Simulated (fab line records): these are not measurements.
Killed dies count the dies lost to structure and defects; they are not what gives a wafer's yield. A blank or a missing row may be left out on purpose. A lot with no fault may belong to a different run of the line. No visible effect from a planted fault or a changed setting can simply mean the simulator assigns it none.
What tool caused it? / flow nand harc / 10 lots with 30 wafers sampled at 6 steps, on a route of 1302 steps

== WHAT EACH GAUGE READ, for each wafer ==
NHARC_A_CHANNEL_HOLE_D1_INSPECT_40.
lot=L502; measured=day 9 17:12; on=defect inspect-02; raw defect count=102 115 81
lot=L503; measured=day 9 20:58; on=defect inspect-01; raw defect count=40 45 52
lot=L504; measured=day 10 09:53; on=defect inspect-02; raw defect count=98 116 106
lot=L509; measured=day 11 18:44; on=defect inspect-02; raw defect count=94 87 106
lot=L508; measured=day 11 20:13; on=defect inspect-02; raw defect count=64 33 50
lot=L511; measured=day 12 18:28; on=defect inspect-01; raw defect count=88 91 80
lot=L510; measured=day 12 21:50; on=defect inspect-02; raw defect count=53 44 36
lot=L514; measured=day 14 16:12; on=defect inspect-02; raw defect count=885 839 915
lot=L515; measured=day 15 01:30; on=defect inspect-02; raw defect count=911 846 900
lot=L524; measured=day 18 11:05; on=defect inspect-02; raw defect count=36 33 41

NHARC_END_SORT_01.
lot=L514; measured=day 30 07:57; on=prober-01; killed at array=113 120 129; killed at other=2 1 1; killed at periphery=7 7 2; killed dies=122 128 132; killed open=4 3 3; killed short=1 1 3
lot=L515; measured=day 30 20:33; on=prober-01; killed at array=148 117 116; killed at other=3 0 3; killed at periphery=6 3 2; killed dies=157 120 121; killed open=1 1 3; killed short=2 1 2

== WHICH TOOL RAN EACH LOT (tool, then ch and the chambers of the sampled wafers, then the start) ==
lot=L502; NHARC_A_CHANNEL_HOLE_D1_ETCH_38=rie diel-03 ch 0,3, day 9 10:02; NHARC_A_CHANNEL_HOLE_D1_ETCH_24=har etch-02 ch 0,1, day 9 13:35; NHARC_A_CHANNEL_HOLE_D1_ETCH_26=har etch-02 ch 0,1, day 9 15:08; NHARC_A_CHANNEL_HOLE_D1_ETCH_44=rie diel-03 ch 2,3, day 9 16:05
lot=L503; NHARC_A_CHANNEL_HOLE_D1_ETCH_38=rie diel-08 ch 0,3, day 9 14:12; NHARC_A_CHANNEL_HOLE_D1_ETCH_24=har etch-01 ch 0,1, day 9 17:24; NHARC_A_CHANNEL_HOLE_D1_ETCH_26=har etch-01 ch 0,1, day 9 19:03; NHARC_A_CHANNEL_HOLE_D1_ETCH_44=rie diel-08 ch 1,2, day 9 20:00
lot=L504; NHARC_A_CHANNEL_HOLE_D1_ETCH_38=rie diel-06 ch 2,3, day 10 01:35; NHARC_A_CHANNEL_HOLE_D1_ETCH_24=har etch-02 ch 0,1, day 10 06:15; NHARC_A_CHANNEL_HOLE_D1_ETCH_26=har etch-02 ch 0,1, day 10 07:55; NHARC_A_CHANNEL_HOLE_D1_ETCH_44=rie diel-06 ch 1,2,3, day 10 08:53
lot=L509; NHARC_A_CHANNEL_HOLE_D1_ETCH_38=rie diel-08 ch 0,1,2, day 11 11:59; NHARC_A_CHANNEL_HOLE_D1_ETCH_24=har etch-02 ch 0,1, day 11 15:10; NHARC_A_CHANNEL_HOLE_D1_ETCH_26=har etch-02 ch 0,1, day 11 16:49; NHARC_A_CHANNEL_HOLE_D1_ETCH_44=rie diel-08 ch 1,3, day 11 17:45
lot=L508; NHARC_A_CHANNEL_HOLE_D1_ETCH_38=rie diel-08 ch 0,1, day 11 13:26; NHARC_A_CHANNEL_HOLE_D1_ETCH_24=har etch-01 ch 1, day 11 16:39; NHARC_A_CHANNEL_HOLE_D1_ETCH_26=har etch-01 ch 1, day 11 18:17; NHARC_A_CHANNEL_HOLE_D1_ETCH_44=rie diel-03 ch 0,3, day 11 19:14
lot=L511; NHARC_A_CHANNEL_HOLE_D1_ETCH_38=rie diel-08 ch 1,3, day 12 11:37; NHARC_A_CHANNEL_HOLE_D1_ETCH_24=har etch-02 ch 1, day 12 15:01; NHARC_A_CHANNEL_HOLE_D1_ETCH_26=har etch-02 ch 1, day 12 16:34; NHARC_A_CHANNEL_HOLE_D1_ETCH_44=rie diel-08 ch 1,3, day 12 17:29
lot=L510; NHARC_A_CHANNEL_HOLE_D1_ETCH_38=rie diel-06 ch 0,1,2, day 12 13:13; NHARC_A_CHANNEL_HOLE_D1_ETCH_24=har etch-01 ch 0,1, day 12 18:16; NHARC_A_CHANNEL_HOLE_D1_ETCH_26=har etch-01 ch 0,1, day 12 19:55; NHARC_A_CHANNEL_HOLE_D1_ETCH_44=rie diel-08 ch 0,2,3, day 12 20:52
lot=L514; NHARC_A_CHANNEL_HOLE_D1_ETCH_38=rie diel-08 ch 1,2, day 14 09:14; NHARC_A_CHANNEL_HOLE_D1_ETCH_24=har etch-02 ch 0,1, day 14 12:46; NHARC_A_CHANNEL_HOLE_D1_ETCH_26=har etch-02 ch 0,1, day 14 14:19; NHARC_A_CHANNEL_HOLE_D1_ETCH_44=rie diel-03 ch 0,2, day 14 15:13
lot=L515; NHARC_A_CHANNEL_HOLE_D1_ETCH_38=rie diel-08 ch 1,2, day 14 18:42; NHARC_A_CHANNEL_HOLE_D1_ETCH_24=har etch-02 ch 0,1, day 14 21:57; NHARC_A_CHANNEL_HOLE_D1_ETCH_26=har etch-02 ch 0,1, day 14 23:35; NHARC_A_CHANNEL_HOLE_D1_ETCH_44=rie diel-03 ch 0,2,3, day 15 00:32
lot=L524; NHARC_A_CHANNEL_HOLE_D1_ETCH_38=rie diel-03 ch 1,2,3, day 18 02:14; NHARC_A_CHANNEL_HOLE_D1_ETCH_24=har etch-02 ch 0,1, day 18 07:31; NHARC_A_CHANNEL_HOLE_D1_ETCH_26=har etch-02 ch 0,1, day 18 09:10; NHARC_A_CHANNEL_HOLE_D1_ETCH_44=rie diel-08 ch 0,1,3, day 18 10:08
- NHARC_A_CHANNEL_HOLE_D1_ETCH_38: etches the open film in CF4, target depth 39 nm, time 65 s.
- NHARC_A_CHANNEL_HOLE_D1_ETCH_24: etches the open film in C4F8/O2/Ar, time 906.2 s, target depth 1500 nm.
- NHARC_A_CHANNEL_HOLE_D1_ETCH_26: etches the open film in C4F8/O2/Ar, time 224.1 s, target depth 300 nm.
- NHARC_A_CHANNEL_HOLE_D1_ETCH_44: etches the open film in CF4/O2, target depth 140 nm, overetch 14 nm, time 77 s.

== WHAT THE TOOLS THEMSELVES READ (means of the sampled wafers that have a number; where no wafer has one, the mark that the record gives instead) ==
NHARC_A_CHANNEL_HOLE_D1_ETCH_38.
lot=L502; tool=rie diel-03; drypump motor current A (A)=5.5; oes product au (a.u.)=0.995; rf vpp V (V)=151.3; showerhead plenum p Torr (Torr)=1.74; throttle valve pct (%)=13.288
lot=L503; tool=rie diel-08; drypump motor current A (A)=5.2; oes product au (a.u.)=0.997; rf vpp V (V)=151.0; showerhead plenum p Torr (Torr)=1.76; throttle valve pct (%)=13.283
lot=L504; tool=rie diel-06; drypump motor current A (A)=5.7; oes product au (a.u.)=1.007; rf vpp V (V)=151.4; showerhead plenum p Torr (Torr)=1.78; throttle valve pct (%)=13.297
lot=L509; tool=rie diel-08; drypump motor current A (A)=5.5; oes product au (a.u.)=1.011; rf vpp V (V)=151.6; showerhead plenum p Torr (Torr)=1.78; throttle valve pct (%)=13.274
lot=L508; tool=rie diel-08; drypump motor current A (A)=5.1; oes product au (a.u.)=0.994; rf vpp V (V)=151.3; showerhead plenum p Torr (Torr)=1.74; throttle valve pct (%)=13.279
lot=L511; tool=rie diel-08; drypump motor current A (A)=5.4; oes product au (a.u.)=0.991; rf vpp V (V)=150.7; showerhead plenum p Torr (Torr)=1.72; throttle valve pct (%)=13.289
lot=L510; tool=rie diel-06; drypump motor current A (A)=5.2; oes product au (a.u.)=0.998; rf vpp V (V)=151.8; showerhead plenum p Torr (Torr)=1.79; throttle valve pct (%)=13.289
lot=L514; tool=rie diel-08; drypump motor current A (A)=5.9; oes product au (a.u.)=0.992; rf vpp V (V)=151.3; showerhead plenum p Torr (Torr)=1.82; throttle valve pct (%)=13.281
lot=L515; tool=rie diel-08; drypump motor current A (A)=5.6; oes product au (a.u.)=0.988; rf vpp V (V)=151.7; showerhead plenum p Torr (Torr)=1.76; throttle valve pct (%)=13.289
lot=L524; tool=rie diel-03; drypump motor current A (A)=5.6; oes product au (a.u.)=1.001; rf vpp V (V)=151.9; showerhead plenum p Torr (Torr)=1.81; throttle valve pct (%)=13.285

NHARC_A_CHANNEL_HOLE_D1_ETCH_24.
lot=L502; tool=har etch-02; drypump motor current A (A)=5.85; o2 flow sccm (sccm)=31.17; showerhead plenum p Torr (Torr)=3.73; throttle valve pct (%)=32.237
lot=L503; tool=har etch-01; drypump motor current A (A)=5.57; o2 flow sccm (sccm)=31.06; showerhead plenum p Torr (Torr)=3.68; throttle valve pct (%)=32.236
lot=L504; tool=har etch-02; drypump motor current A (A)=5.94; o2 flow sccm (sccm)=31.13; showerhead plenum p Torr (Torr)=3.69; throttle valve pct (%)=32.233
lot=L509; tool=har etch-02; drypump motor current A (A)=5.87; o2 flow sccm (sccm)=31.22; showerhead plenum p Torr (Torr)=3.71; throttle valve pct (%)=32.241
lot=L508; tool=har etch-01; drypump motor current A (A)=5.68; o2 flow sccm (sccm)=31.26; showerhead plenum p Torr (Torr)=3.71; throttle valve pct (%)=32.231
lot=L511; tool=har etch-02; drypump motor current A (A)=5.78; o2 flow sccm (sccm)=31.09; showerhead plenum p Torr (Torr)=3.74; throttle valve pct (%)=32.234
lot=L510; tool=har etch-01; drypump motor current A (A)=5.57; o2 flow sccm (sccm)=31.22; showerhead plenum p Torr (Torr)=3.66; throttle valve pct (%)=32.229
lot=L514; tool=har etch-02; drypump motor current A (A)=5.87; o2 flow sccm (sccm)=31.22; showerhead plenum p Torr (Torr)=3.69; throttle valve pct (%)=32.236
lot=L515; tool=har etch-02; drypump motor current A (A)=5.87; o2 flow sccm (sccm)=31.16; showerhead plenum p Torr (Torr)=3.69; throttle valve pct (%)=32.233
lot=L524; tool=har etch-02; drypump motor current A (A)=5.96; o2 flow sccm (sccm)=31.21; showerhead plenum p Torr (Torr)=3.64; throttle valve pct (%)=32.232

NHARC_A_CHANNEL_HOLE_D1_ETCH_26.
lot=L502; tool=har etch-02; drypump motor current A (A)=5.87; o2 flow sccm (sccm)=113.9; showerhead plenum p Torr (Torr)=3.78; throttle valve pct (%)=24.578
lot=L503; tool=har etch-01; drypump motor current A (A)=5.60; o2 flow sccm (sccm)=113.4; showerhead plenum p Torr (Torr)=3.73; throttle valve pct (%)=24.582
lot=L504; tool=har etch-02; drypump motor current A (A)=5.96; o2 flow sccm (sccm)=113.3; showerhead plenum p Torr (Torr)=3.74; throttle valve pct (%)=24.593
lot=L509; tool=har etch-02; drypump motor current A (A)=5.87; o2 flow sccm (sccm)=113.7; showerhead plenum p Torr (Torr)=3.76; throttle valve pct (%)=24.590
lot=L508; tool=har etch-01; drypump motor current A (A)=5.70; o2 flow sccm (sccm)=113.3; showerhead plenum p Torr (Torr)=3.76; throttle valve pct (%)=24.577
lot=L511; tool=har etch-02; drypump motor current A (A)=5.78; o2 flow sccm (sccm)=113.3; showerhead plenum p Torr (Torr)=3.79; throttle valve pct (%)=24.582
lot=L510; tool=har etch-01; drypump motor current A (A)=5.58; o2 flow sccm (sccm)=113.7; showerhead plenum p Torr (Torr)=3.71; throttle valve pct (%)=24.590
lot=L514; tool=har etch-02; drypump motor current A (A)=5.87; o2 flow sccm (sccm)=113.5; showerhead plenum p Torr (Torr)=3.74; throttle valve pct (%)=24.589
lot=L515; tool=har etch-02; drypump motor current A (A)=5.84; o2 flow sccm (sccm)=113.5; showerhead plenum p Torr (Torr)=3.74; throttle valve pct (%)=24.593
lot=L524; tool=har etch-02; drypump motor current A (A)=5.94; o2 flow sccm (sccm)=113.6; showerhead plenum p Torr (Torr)=3.68; throttle valve pct (%)=24.585

NHARC_A_CHANNEL_HOLE_D1_ETCH_44.
lot=L502; tool=rie diel-03; drypump motor current A (A)=5.5; o2 flow sccm (sccm)=20.01; oes product au (a.u.)=0.992; rf vpp V (V)=198.4; showerhead plenum p Torr (Torr)=1.35; throttle valve pct (%)=13.396
lot=L503; tool=rie diel-08; drypump motor current A (A)=5.6; o2 flow sccm (sccm)=19.99; oes product au (a.u.)=0.987; rf vpp V (V)=198.4; showerhead plenum p Torr (Torr)=1.33; throttle valve pct (%)=13.399
lot=L504; tool=rie diel-06; drypump motor current A (A)=5.5; o2 flow sccm (sccm)=20.08; oes product au (a.u.)=1.009; rf vpp V (V)=198.7; showerhead plenum p Torr (Torr)=1.33; throttle valve pct (%)=13.396
lot=L509; tool=rie diel-08; drypump motor current A (A)=5.4; o2 flow sccm (sccm)=20.02; oes product au (a.u.)=0.990; rf vpp V (V)=197.7; showerhead plenum p Torr (Torr)=1.29; throttle valve pct (%)=13.390
lot=L508; tool=rie diel-03; drypump motor current A (A)=5.3; o2 flow sccm (sccm)=19.97; oes product au (a.u.)=0.989; rf vpp V (V)=196.9; showerhead plenum p Torr (Torr)=1.28; throttle valve pct (%)=13.400
lot=L511; tool=rie diel-08; drypump motor current A (A)=5.4; o2 flow sccm (sccm)=20.10; oes product au (a.u.)=0.996; rf vpp V (V)=197.5; showerhead plenum p Torr (Torr)=1.29; throttle valve pct (%)=13.396
lot=L510; tool=rie diel-08; drypump motor current A (A)=5.6; o2 flow sccm (sccm)=20.04; oes product au (a.u.)=0.997; rf vpp V (V)=198.2; showerhead plenum p Torr (Torr)=1.36; throttle valve pct (%)=13.390
lot=L514; tool=rie diel-03; drypump motor current A (A)=5.3; o2 flow sccm (sccm)=20.00; oes product au (a.u.)=1.005; rf vpp V (V)=197.6; showerhead plenum p Torr (Torr)=1.32; throttle valve pct (%)=13.390
lot=L515; tool=rie diel-03; drypump motor current A (A)=5.4; o2 flow sccm (sccm)=19.96; oes product au (a.u.)=1.006; rf vpp V (V)=196.3; showerhead plenum p Torr (Torr)=1.31; throttle valve pct (%)=13.397
lot=L524; tool=rie diel-08; drypump motor current A (A)=5.3; o2 flow sccm (sccm)=19.99; oes product au (a.u.)=0.990; rf vpp V (V)=196.9; showerhead plenum p Torr (Torr)=1.31; throttle valve pct (%)=13.391

== THE ANSWER, worked out from the rows above alone ==
Rule: what is usual is taken from the lots themselves. Put in order of their means at a reading, lots are off if they are a third of the lots or fewer, leave a main group of 4 or more, and stand apart from it by a gap of 3 or more times the standard deviation of the main group's means; of several such gaps the widest counts. A main group whose means are all the same, to the digits that the tables above print for the reading, isn't used. Also off: a lot with no number at a reading for which 4 or more lots have one. Where the step has rows for the other lots, those lots are counted as sound. Order of review: gauges by route order, followed by the tools' own readings, for which a lot's mean as printed above is used. At the first step where some lot is off, the reading lying furthest off is the one used; lots without a number count as furthest.
Off: L514, L515, at NHARC_A_CHANNEL_HOLE_D1_INSPECT_40 (raw defect count). Main group: mean 70, sd 27.
A tool fits if, at a process step before that reading, it ran every lot that is off, and no sound lot after the first of them. The gauges at NHARC_A_CHANNEL_HOLE_D1_INSPECT_40 are tried like those tools. This does not decide it: 2 tools fit, namely rie diel-08 at NHARC_A_CHANNEL_HOLE_D1_ETCH_38 and rie diel-03 at NHARC_A_CHANNEL_HOLE_D1_ETCH_44.

== WHAT THE SIMULATOR HAD PUT IN ==
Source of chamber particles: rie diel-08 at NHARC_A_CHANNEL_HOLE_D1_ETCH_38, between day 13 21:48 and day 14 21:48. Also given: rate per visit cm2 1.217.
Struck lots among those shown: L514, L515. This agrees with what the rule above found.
